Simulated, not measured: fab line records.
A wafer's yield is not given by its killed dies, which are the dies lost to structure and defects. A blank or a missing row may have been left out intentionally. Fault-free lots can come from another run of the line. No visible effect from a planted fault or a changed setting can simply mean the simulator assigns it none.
Matching of chambers -- flow n5-finfet -- N5_HKMG_FIN_ETCH_67 on rie-diel-04: 4 sister chambers
The step etches SOC in N2/H2, stops on TiN, target depth 388.9 nm. 18 wafers are shown with their chamber, then 9 later ones without.

## WAFERS, EACH WITH ITS CHAMBER
wafer,chamber,showerhead-plenum-p-Torr (Torr),drypump-motor-current-A (A),throttle-valve-pct (%)
L074.1,0,2.49,5.85,18.09
L074.2,3,2.66,5.23,18.17
L074.3,2,2.65,5.40,18.00
L074.4,1,2.52,5.93,18.14
L074.5,1,2.52,5.94,18.15
L074.6,2,2.65,5.42,17.99
L080.1,1,2.51,5.94,18.15
L080.2,2,2.64,5.43,18.02
L080.3,3,2.66,5.25,18.19
L080.4,0,2.49,5.88,18.10
L080.5,3,2.66,5.26,18.16
L080.6,2,2.64,5.43,17.99
L081.3,0,2.49,5.86,18.10
L081.5,2,2.64,5.40,18.01
L081.6,3,2.66,5.22,18.17
L082.3,0,2.49,5.89,18.10
L082.4,3,2.66,5.25,18.18
L082.6,1,2.51,5.92,18.16

SIGNATURES (means of the wafers above)
reading,chamber 0,chamber 1,chamber 2,chamber 3,scatter within a chamber
showerhead-plenum-p-Torr,2.4900,2.5150,2.6440,2.6600,0.00396
drypump-motor-current-A,5.8700,5.9325,5.4160,5.2420,0.0153
throttle-valve-pct,18.0975,18.1500,18.0020,18.1740,0.0103
Rule: for each reading, subtract the chamber's mean from the wafer's reading, divide by that reading's scatter and square the result; add these up over the readings and take the root, which gives the wafer's distance from the chamber. The wafer belongs to the nearest chamber; if the next one is less than 2 further off, it can't be placed. The scatter is the square root of a quotient: the sum, over the shown wafers, of each reading's squared deviation from its chamber's mean, divided by wafers minus chambers.

## WAFERS WHOSE CHAMBER IS MISSING
wafer,showerhead-plenum-p-Torr (Torr),drypump-motor-current-A (A),throttle-valve-pct (%)
L083.2,2.64,5.42,18.01
L083.3,2.51,5.97,18.16
L083.6,2.51,5.97,18.17
L084.2,2.64,5.40,18.02
L084.3,2.51,5.94,18.16
L084.6,2.66,5.24,18.20
L085.2,2.51,5.94,18.17
L085.3,2.65,5.24,18.19
L085.4,2.65,5.26,18.20

## EACH ONE'S CHAMBER
wafer,from the rows above,in truth
L083.2,2,2
L083.3,1,1
L083.6,1,1
L084.2,2,2
L084.3,1,1
L084.6,3,3
L085.2,1,1
L085.3,3,3
L085.4,3,3
9 of 9 placed correctly. Left unplaced by these rows: 0. Number placed wrongly: 0.
